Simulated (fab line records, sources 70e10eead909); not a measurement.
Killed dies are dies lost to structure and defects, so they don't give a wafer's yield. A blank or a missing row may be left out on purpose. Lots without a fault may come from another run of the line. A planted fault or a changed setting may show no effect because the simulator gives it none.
fab line records | flow nand_harc | part 1 of 2: steps 1 to 26 of 36
record lots=5 wafers=15 last_day=24
route steps=1159 shown P_GATE@161
lots that met no fault: from a run of the same line without faults
start_h: hours from the record's first day to the start of the lot's first wafer shown | wait_h: hours since the lot's step before | " the same as in the row above | L1.1+2: a row that stands for several wafers | - no value, or no start given | * or withheld: withheld | < > ~ a bound
route shown NAME@n: a module of which the file shows steps, and the number in the route of the first | usual: mean/standard deviation of fault-free wafers | same: alike in all rows | chamber/n: place in a boat | sites: the reading at each site | _std_site: their standard deviation | _edge_site: outer sites' mean less inner sites' | radius_mm: how far each site lies from the wafer's centre | mask NAME#n: copy n | behind: the tool/chamber that last shaped the wafer | hold: why the lot was held/for how many hours/how that ended | device: the transistor (n, p or np) that didn't switch | end of line: the same wafers' tests at the end of the route | a step without rows: its recipe alone | killed: dies lost to structure and defects at the first sort, not the wafer's yield | map: a wafer's dies, x killed, . not, _ none there
set.NAME: the setting as run; set.NAME@STEP: as run at that earlier step | model.NAME: the simulator's own value behind a step, which no gauge read
lots at some steps of the route; a table a step, a row a wafer
services: from which hour (start_h, from the record's first day; less than 0 if before it) a tool's chamber was out of use, for how many hours, and why
## steps
# step NHARC_P_GATE_SRD_100
# columns lot.wafer tool chamber start_h wait_h
L082.5+1+2 wet_bench-07 1,4,6 - -
L089.6+1+2 wet_bench-03 3,6,7 - -
L091.3+2+1 wet_bench-03 6,0,2 - -
L096.2+6+5 wet_bench-07 1,4,6 - -
L097.1+4+5 wet_bench-07 5,6,1 - -
# step NHARC_P_GATE_DEHYDRATE_38
# recipe temp_c=150 time_s=120
# usual chill_plate_temp_C=22.98/0.1
# columns lot.wafer tool chamber start_h wait_h chill_plate_temp_C
L082.1 litho_track-07 0 151.54 - 22.99
L082.2 " 0 " " 22.98
L082.5 " 0 " " 22.96
L089.1 litho_track-05 0 192.22 - 22.93
L089.2 " 0 " " 22.96
L089.6 " 0 " " 22.85
L091.1 litho_track-07 0 213.04 - 22.93
L091.2 " 0 " " 22.90
L091.3 " 0 " " 22.89
L096.2 litho_track-03 0 229.48 - 22.89
L096.5 " 0 " " 22.89
L096.6 " 0 " " 23.04
L097.1 litho_track-07 0 237.07 - 22.69
L097.4 " 0 " " 22.90
L097.5 " 0 " " 22.92
# step NHARC_P_GATE_HMDS_39
# recipe time_s=30
# usual chill_plate_temp_C=23.00/0.099
# columns lot.wafer tool chamber start_h wait_h chill_plate_temp_C
L082.1 litho_track-07 0 - - 23.07
L082.2 " 0 " " 22.96
L082.5 " 0 " " 22.90
L089.1 litho_track-05 0 - - 22.91
L089.2 " 0 " " 22.93
L089.6 " 0 " " 23.02
L091.1 litho_track-07 0 - - 22.90
L091.2 " 0 " " 22.93
L091.3 " 0 " " 22.98
L096.2 litho_track-03 0 - - 23.07
L096.5 " 0 " " 22.87
L096.6 " 0 " " 22.95
L097.1 litho_track-07 0 - - 22.91
L097.4 " 0 " " 22.96
L097.5 " 0 " " 23.14
# step NHARC_P_GATE_COAT_40
# recipe spin_rpm=3000
# usual chill_plate_temp_C=23.00/0.1
# columns lot.wafer tool chamber start_h wait_h chill_plate_temp_C
L082.1 litho_track-07 0 - - 23.00
L082.2 " 0 " " 22.73
L082.5 " 0 " " 22.87
L089.1 litho_track-05 0 - - 23.03
L089.2 " 0 " " 22.97
L089.6 " 0 " " 22.96
L091.1 litho_track-07 0 - - 23.05
L091.2 " 0 " " 23.17
L091.3 " 0 " " 23.02
L096.2 litho_track-03 0 - - 23.00
L096.5 " 0 " " 23.06
L096.6 " 0 " " 23.00
L097.1 litho_track-07 0 - - 23.05
L097.4 " 0 " " 22.93
L097.5 " 0 " " 23.08
# step NHARC_P_GATE_SOFTBAKE_41
# recipe temp_c=122 time_s=95
# usual chill_plate_temp_C=22.98/0.12
# columns lot.wafer tool chamber start_h wait_h chill_plate_temp_C
L082.1 litho_track-07 0 - - 23.06
L082.2 " 0 " " 23.05
L082.5 " 0 " " 23.03
L089.1 litho_track-05 0 - - 23.14
L089.2 " 0 " " 23.09
L089.6 " 0 " " 23.14
L091.1 litho_track-07 0 - - 23.01
L091.2 " 0 " " 23.01
L091.3 " 0 " " 22.99
L096.2 litho_track-03 0 - - 23.12
L096.5 " 0 " " 23.05
L096.6 " 0 " " 22.99
L097.1 litho_track-07 0 - - 22.92
L097.4 " 0 " " 22.77
L097.5 " 0 " " 22.87
# step NHARC_P_GATE_EBR_42
# usual chill_plate_temp_C=22.99/0.11
# columns lot.wafer tool chamber start_h wait_h chill_plate_temp_C
L082.1 litho_track-07 0 - - 23.03
L082.2 " 0 " " 22.93
L082.5 " 0 " " 22.86
L089.1 litho_track-05 0 - - 23.01
L089.2 " 0 " " 23.08
L089.6 " 0 " " 23.03
L091.1 litho_track-07 0 - - 23.11
L091.2 " 0 " " 23.21
L091.3 " 0 " " 22.85
L096.2 litho_track-03 0 - - 22.77
L096.5 " 0 " " 22.85
L096.6 " 0 " " 22.93
L097.1 litho_track-07 0 - - 23.05
L097.4 " 0 " " 23.05
L097.5 " 0 " " 23.14
# step NHARC_P_GATE_EXPOSE_43
# recipe na=0.6 target_cd_nm=720 dose_mj=14.81 mask_id=P_NSD
# usual exposure_dose_mJ_cm2=14.810/0.015
# columns lot.wafer tool chamber start_h wait_h mask exposure_dose_mJ_cm2
L082.1 krf_scanner-01 0 151.82 - P_NSD#0 14.810
L082.2 " 0 " " P_NSD#0 14.806
L082.5 " 0 " " P_NSD#0 14.831
L089.1 krf_scanner-01 0 192.36 - P_NSD#0 14.816
L089.2 " 0 " " P_NSD#0 14.815
L089.6 " 0 " " P_NSD#0 14.812
L091.1 krf_scanner-04 0 213.31 - P_NSD#0 14.817
L091.2 " 0 " " P_NSD#0 14.820
L091.3 " 0 " " P_NSD#0 14.835
L096.2 krf_scanner-01 0 229.63 - P_NSD#0 14.784
L096.5 " 0 " " P_NSD#0 14.790
L096.6 " 0 " " P_NSD#0 14.812
L097.1 krf_scanner-01 0 237.22 - P_NSD#0 14.827
L097.4 " 0 " " P_NSD#0 14.818
L097.5 " 0 " " P_NSD#0 14.839
# step NHARC_P_GATE_PEB_44
# recipe peb_temp_c=118 peb_time_s=85
# usual chill_plate_temp_C=22.97/0.1
# columns lot.wafer tool chamber start_h wait_h chill_plate_temp_C
L082.1 litho_track-07 0 151.88 0.1 23.03
L082.2 " 0 " " 23.01
L082.5 " 0 " " 22.99
L089.1 litho_track-05 0 192.43 0.1 23.07
L089.2 " 0 " " 22.98
L089.6 " 0 " " 22.90
L091.1 litho_track-05 0 213.38 0.1 22.92
L091.2 " 0 " " 22.89
L091.3 " 0 " " 22.96
L096.2 litho_track-05 0 229.69 0.1 22.93
L096.5 " 0 " " 22.86
L096.6 " 0 " " 22.83
L097.1 litho_track-07 0 237.29 0.1 22.97
L097.4 " 0 " " 23.04
L097.5 " 0 " " 22.91
# step NHARC_P_GATE_DEVELOP_45
# recipe time_s=70
# usual chill_plate_temp_C=23.01/0.09
# columns lot.wafer tool chamber start_h wait_h chill_plate_temp_C
L082.1 litho_track-07 0 - - 23.06
L082.2 " 0 " " 23.07
L082.5 " 0 " " 23.07
L089.1 litho_track-05 0 - - 23.09
L089.2 " 0 " " 22.90
L089.6 " 0 " " 22.95
L091.1 litho_track-05 0 - - 22.85
L091.2 " 0 " " 22.92
L091.3 " 0 " " 22.98
L096.2 litho_track-05 0 - - 22.95
L096.5 " 0 " " 23.07
L096.6 " 0 " " 23.02
L097.1 litho_track-07 0 - - 23.01
L097.4 " 0 " " 23.07
L097.5 " 0 " " 23.10
# step NHARC_P_GATE_CD_MEAS_46
# recipe target_cd_nm=720 landing_energy_ev=500
# usual cd_nm=720.1/1.1
# columns lot.wafer tool chamber start_h wait_h cd_nm
L082.1 cd_sem-03 0 151.98 - 719.3
L082.2 " 0 " " 719.7
L082.5 " 0 " " 719.1
L089.1 cd_sem-02 0 192.52 - 721.4
L089.2 " 0 " " 720.2
L089.6 " 0 " " 719.5
L091.1 cd_sem-03 0 213.47 - 719.8
L091.2 " 0 " " 720.9
L091.3 " 0 " " 722.7
L096.2 cd_sem-03 0 229.78 - 720.9
L096.5 " 0 " " 722.0
L096.6 " 0 " " 721.2
L097.1 cd_sem-03 0 237.38 - 719.9
L097.4 " 0 " " 719.6
L097.5 " 0 " " 719.9
# step NHARC_P_GATE_HARDBAKE_47
# recipe temp_c=125 time_s=80
# usual chill_plate_temp_C=23.00/0.11
# columns lot.wafer tool chamber start_h wait_h chill_plate_temp_C
L082.1 litho_track-05 0 152.06 - 22.77
L082.2 " 0 " " 22.80
L082.5 " 0 " " 22.93
L089.1 litho_track-05 0 192.60 - 22.95
L089.2 " 0 " " 23.15
L089.6 " 0 " " 22.90
L091.1 litho_track-05 0 213.55 - 23.01
L091.2 " 0 " " 23.10
L091.3 " 0 " " 23.11
L096.2 litho_track-03 0 229.86 - 23.00
L096.5 " 0 " " 23.02
L096.6 " 0 " " 22.92
L097.1 litho_track-07 0 237.46 - 22.93
L097.4 " 0 " " 22.99
L097.5 " 0 " " 22.88
# step NHARC_P_GATE_DESCUM_48
# recipe time_s=3 o2_flow_sccm=200 ar_flow_sccm=0 bias_power_w=0 chemistry=O2
# usual drypump_motor_current_A=5.6/0.48 mfc_ar_sccm=0.010/0.015 oes_product_au=1.000/0.0087 rf_vpp_V=57.8/1 showerhead_plenum_p_Torr=1.93/0.091 throttle_valve_pct=11.311/0.0094
# columns lot.wafer tool chamber start_h wait_h drypump_motor_current_A mfc_ar_sccm oes_product_au rf_hours_counter_h rf_vpp_V showerhead_plenum_p_Torr throttle_valve_pct
L082.2 rie_diel-12 1 152.15 - 5.0 0.034 0.999 42 56.1 1.83 11.310
L082.1 " 3 " " 5.9 0 0.998 40 57.5 2.00 11.300
L082.5 " 1 " " 5.0 0.034 1.000 - 57.7 1.83 11.320
L089.2 rie_diel-12 1 192.73 - 5.0 0.034 0.996 61 58.2 1.82 11.301
L089.1 " 2 " " 5.7 0.010 1.002 63 57.7 1.92 11.295
L089.6 " 0 " " 5.7 0 0.996 - 57.9 1.92 11.322
L091.2 rie_diel-02 2 213.67 - 5.5 0 1.007 13 56.5 1.79 11.303
L091.3 " 3 " " 5.8 0.034 0.989 14 58.5 2.00 11.315
L091.1 " 0 " " 6.3 0 0.993 15 59.1 2.03 11.313
L096.2 rie_diel-02 1 229.96 - 5.0 0 1.001 16 58.8 1.96 11.306
L096.5 " 0 " " 6.3 0 0.997 - 59.0 2.03 11.312
L096.6 " 1 " " 4.9 0 0.994 - 58.2 1.96 11.297
L097.4 rie_diel-02 3 237.56 - 5.8 0.034 0.985 17 58.3 2.00 11.305
L097.1 " 0 " " 6.3 0 1.001 18 56.7 2.03 11.305
L097.5 " 1 " " 4.9 0 1.002 - 57.2 1.96 11.316
# step NHARC_P_GATE_IMPLANT_49
# recipe energy_kev=30 dose_cm2=3e+15 tilt_deg=7
# usual tilt_deg=7.002/0.022
# columns lot.wafer tool chamber start_h wait_h tilt_deg
L082.1 implanter-02 0 152.29 0.1 7.015
L082.2 " 0 " " 6.989
L082.5 " 0 " " 6.987
L089.1 implanter-01 0 192.87 0.1 6.973
L089.2 " 0 " " 6.981
L089.6 " 0 " " 7.039
L091.1 implanter-01 0 213.80 0.1 7.044
L091.2 " 0 " " 7.014
L091.3 " 0 " " 7.020
L096.2 implanter-01 0 230.12 0.2 7.007
L096.5 " 0 " " 7.019
L096.6 " 0 " " 6.977
L097.1 implanter-01 0 237.68 0.1 7.014
L097.4 " 0 " " 7.008
L097.5 " 0 " " 7.017
# step NHARC_P_GATE_STRIP_111
# recipe power_w=1500 temp_c=110 time_s=250 chemistry=N2/H2
# usual drypump_motor_current_A=5.3/0.36 heater_power_w=84/5.6
# columns lot.wafer tool chamber start_h wait_h drypump_motor_current_A heater_power_w rf_hours_counter_h
L082.2 plasma_asher-02 1 152.51 0.2 5.1 88 44
L082.1 " 0 " " 5.8 94 44
L082.5 " 0 " " 5.9 90 -
L089.2 plasma_asher-01 0 193.09 0.2 5.6 91 32
L089.1 " 1 " " 5.0 76 32
L089.6 " 1 " " 4.9 78 -
L091.2 plasma_asher-01 1 214.03 0.2 5.0 78 39
L091.1 " 0 " " 5.6 88 39
L091.3 " 1 " " 4.9 76 -
L096.2 plasma_asher-02 1 230.36 0.2 5.1 87 12
L096.6 " 0 " " 5.8 89 -
L096.5 " 1 " " 5.0 84 -
L097.1 plasma_asher-02 0 237.96 0.2 5.8 89 15
L097.4 " 1 " " 5.0 83 -
L097.5 " 0 " " 5.8 89 -
# step NHARC_P_GATE_STRIP_75
# recipe power_w=1500 temp_c=250 chemistry=O2
# usual drypump_motor_current_A=5.3/0.36 heater_power_w=315/21
# columns lot.wafer tool chamber start_h wait_h drypump_motor_current_A heater_power_w rf_hours_counter_h
L082.2 plasma_asher-02 1 152.81 0.3 5.1 318 44
L082.1 " 0 " " 5.9 346 44
L082.5 " 0 " " 5.9 342 -
L089.2 plasma_asher-01 0 193.39 0.2 5.6 329 32
L089.1 " 1 " " 4.9 288 32
L089.6 " 1 " " 4.9 292 -
L091.2 plasma_asher-01 1 214.33 0.3 4.9 286 39
L091.1 " 0 " " 5.5 332 39
L091.3 " 1 " " 4.9 290 -
L096.2 plasma_asher-02 1 230.62 0.2 5.1 309 12
L096.6 " 0 " " 5.9 332 -
L096.5 " 1 " " 5.1 312 -
L097.1 plasma_asher-02 0 238.23 0.2 5.8 327 15
L097.4 " 1 " " 5.0 301 -
L097.5 " 0 " " 5.8 335 -
# step NHARC_P_GATE_STRIP_50
# recipe time_s=900 temp_c=130 chemistry=SPM
# columns lot.wafer tool chamber start_h wait_h
L082.1+5+2 wet_bench-07 0,1,2 152.98 0.2
L089.2+1+6 wet_bench-07 4,5,1 193.54 0.1
L091.1+2+3 wet_bench-03 5,6,1 214.48 0.1
L096.5+6+2 wet_bench-07 1,2,3 230.77 0.1
L097.4+5+1 wet_bench-07 1,4,6 238.36 0.1
# step NHARC_P_GATE_DEHYDRATE_51
# recipe temp_c=150 time_s=120
# usual chill_plate_temp_C=22.96/0.11
# columns lot.wafer tool chamber start_h wait_h chill_plate_temp_C
L082.1 litho_track-07 0 153.31 - 22.88
L082.2 " 0 " " 23.03
L082.5 " 0 " " 22.90
L089.1 litho_track-03 0 193.89 - 22.99
L089.2 " 0 " " 23.11
L089.6 " 0 " " 23.17
L091.1 litho_track-05 0 214.89 - 23.05
L091.2 " 0 " " 23.06
L091.3 " 0 " " 23.14
L096.2 litho_track-03 0 231.11 - 23.01
L096.5 " 0 " " 22.95
L096.6 " 0 " " 23.04
L097.1 litho_track-07 0 238.72 - 22.76
L097.4 " 0 " " 22.89
L097.5 " 0 " " 22.86
# step NHARC_P_GATE_HMDS_52
# recipe time_s=30
# usual chill_plate_temp_C=22.98/0.094
# columns lot.wafer tool chamber start_h wait_h chill_plate_temp_C
L082.1 litho_track-07 0 - - 22.83
L082.2 " 0 " " 23.11
L082.5 " 0 " " 22.94
L089.1 litho_track-03 0 - - 23.00
L089.2 " 0 " " 23.02
L089.6 " 0 " " 22.99
L091.1 litho_track-05 0 - - 23.10
L091.2 " 0 " " 23.04
L091.3 " 0 " " 22.97
L096.2 litho_track-03 0 - - 23.11
L096.5 " 0 " " 23.14
L096.6 " 0 " " 23.07
L097.1 litho_track-07 0 - - 22.95
L097.4 " 0 " " 23.25
L097.5 " 0 " " 22.89
# step NHARC_P_GATE_COAT_53
# recipe spin_rpm=3000
# usual chill_plate_temp_C=23.00/0.1
# columns lot.wafer tool chamber start_h wait_h chill_plate_temp_C
L082.1 litho_track-07 0 - - 23.07
L082.2 " 0 " " 23.30
L082.5 " 0 " " 22.88
L089.1 litho_track-03 0 - - 23.08
L089.2 " 0 " " 22.97
L089.6 " 0 " " 23.06
L091.1 litho_track-05 0 - - 22.87
L091.2 " 0 " " 23.03
L091.3 " 0 " " 22.94
L096.2 litho_track-03 0 - - 23.01
L096.5 " 0 " " 22.97
L096.6 " 0 " " 22.89
L097.1 litho_track-07 0 - - 23.07
L097.4 " 0 " " 23.09
L097.5 " 0 " " 23.05
# step NHARC_P_GATE_SOFTBAKE_54
# recipe temp_c=122 time_s=95
# usual chill_plate_temp_C=22.99/0.1
# columns lot.wafer tool chamber start_h wait_h chill_plate_temp_C
L082.1 litho_track-07 0 - - 23.12
L082.2 " 0 " " 23.15
L082.5 " 0 " " 23.16
L089.1 litho_track-03 0 - - 23.21
L089.2 " 0 " " 23.18
L089.6 " 0 " " 22.90
L091.1 litho_track-05 0 - - 23.07
L091.2 " 0 " " 22.86
L091.3 " 0 " " 22.97
L096.2 litho_track-03 0 - - 23.09
L096.5 " 0 " " 23.12
L096.6 " 0 " " 23.05
L097.1 litho_track-07 0 - - 22.90
L097.4 " 0 " " 22.92
L097.5 " 0 " " 22.90
# step NHARC_P_GATE_EBR_55
# usual chill_plate_temp_C=23.02/0.1
# columns lot.wafer tool chamber start_h wait_h chill_plate_temp_C
L082.1 litho_track-07 0 - - 22.97
L082.2 " 0 " " 22.94
L082.5 " 0 " " 22.91
L089.1 litho_track-03 0 - - 22.95
L089.2 " 0 " " 23.18
L089.6 " 0 " " 23.25
L091.1 litho_track-05 0 - - 23.02
L091.2 " 0 " " 23.13
L091.3 " 0 " " 22.79
L096.2 litho_track-03 0 - - 23.16
L096.5 " 0 " " 23.05
L096.6 " 0 " " 23.07
L097.1 litho_track-07 0 - - 23.14
L097.4 " 0 " " 23.04
L097.5 " 0 " " 23.14
# step NHARC_P_GATE_EXPOSE_56
# recipe na=0.6 target_cd_nm=720 dose_mj=14.81 mask_id=P_PSD
# usual exposure_dose_mJ_cm2=14.812/0.013
# columns lot.wafer tool chamber start_h wait_h mask exposure_dose_mJ_cm2
L082.1 krf_scanner-04 0 153.58 - P_PSD#0 14.810
L082.2 " 0 " " P_PSD#0 14.810
L082.5 " 0 " " P_PSD#0 14.803
L089.1 krf_scanner-02 0 194.16 - P_PSD#0 14.829
L089.2 " 0 " " P_PSD#0 14.823
L089.6 " 0 " " P_PSD#0 14.785
L091.1 krf_scanner-04 0 215.16 - P_PSD#0 14.815
L091.2 " 0 " " P_PSD#0 14.840
L091.3 " 0 " " P_PSD#0 14.826
L096.2 krf_scanner-01 0 231.26 - P_PSD#0 14.822
L096.5 " 0 " " P_PSD#0 14.827
L096.6 " 0 " " P_PSD#0 14.813
L097.1 krf_scanner-01 0 238.99 - P_PSD#0 14.787
L097.4 " 0 " " P_PSD#0 14.817
L097.5 " 0 " " P_PSD#0 14.803
# step NHARC_P_GATE_PEB_57
# recipe peb_temp_c=118 peb_time_s=85
# usual chill_plate_temp_C=23.00/0.11
# columns lot.wafer tool chamber start_h wait_h chill_plate_temp_C
L082.1 litho_track-05 0 153.65 0.1 23.01
L082.2 " 0 " " 22.99
L082.5 " 0 " " 22.98
L089.1 litho_track-05 0 194.23 0.1 23.00
L089.2 " 0 " " 23.06
L089.6 " 0 " " 22.95
L091.1 litho_track-07 0 215.23 0.1 23.07
L091.2 " 0 " " 23.13
L091.3 " 0 " " 23.05
L096.2 litho_track-03 0 231.32 0.1 23.08
L096.5 " 0 " " 23.11
L096.6 " 0 " " 22.97
L097.1 litho_track-07 0 239.06 0.1 23.06
L097.4 " 0 " " 23.16
L097.5 " 0 " " 23.20
# step NHARC_P_GATE_DEVELOP_58
# recipe time_s=70
# usual chill_plate_temp_C=22.97/0.11
# columns lot.wafer tool chamber start_h wait_h chill_plate_temp_C
L082.1 litho_track-05 0 - - 22.89
L082.2 " 0 " " 22.89
L082.5 " 0 " " 22.92
L089.1 litho_track-05 0 - - 22.94
L089.2 " 0 " " 22.98
L089.6 " 0 " " 23.21
L091.1 litho_track-07 0 - - 22.91
L091.2 " 0 " " 22.85
L091.3 " 0 " " 22.89
L096.2 litho_track-03 0 - - 23.07
L096.5 " 0 " " 23.05
L096.6 " 0 " " 22.88
L097.1 litho_track-07 0 - - 22.93
L097.4 " 0 " " 23.07
L097.5 " 0 " " 23.15
# step NHARC_P_GATE_CD_MEAS_59
# recipe target_cd_nm=720 landing_energy_ev=500
# usual cd_nm=720.2/1.1
# columns lot.wafer tool chamber start_h wait_h cd_nm
L082.1 cd_sem-02 0 153.74 - 720.9
L082.2 " 0 " " 721.5
L082.5 " 0 " " 719.6
L089.1 cd_sem-01 0 194.32 - 721.3
L089.2 " 0 " " 721.0
L089.6 " 0 " " 721.4
L091.1 cd_sem-03 0 215.32 - 719.2
L091.2 " 0 " " 718.7
L091.3 " 0 " " 718.3
L096.2 cd_sem-03 0 231.41 - 721.5
L096.5 " 0 " " 719.1
L096.6 " 0 " " 720.9
L097.1 cd_sem-02 0 239.15 - 721.2
L097.4 " 0 " " 720.3
L097.5 " 0 " " 721.5
# step NHARC_P_GATE_HARDBAKE_60
# recipe temp_c=125 time_s=80
# usual chill_plate_temp_C=22.98/0.1
# columns lot.wafer tool chamber start_h wait_h chill_plate_temp_C
L082.1 litho_track-05 0 153.82 - 22.85
L082.2 " 0 " " 22.96
L082.5 " 0 " " 22.97
L089.1 litho_track-03 0 194.39 - 23.00
L089.2 " 0 " " 22.83
L089.6 " 0 " " 23.12
L091.1 litho_track-07 0 215.40 - 22.92
L091.2 " 0 " " 22.96
L091.3 " 0 " " 23.03
L096.2 litho_track-05 0 231.49 - 22.92
L096.5 " 0 " " 22.85
L096.6 " 0 " " 23.05
L097.1 litho_track-07 0 239.23 - 23.04
L097.4 " 0 " " 22.66
L097.5 " 0 " " 22.85
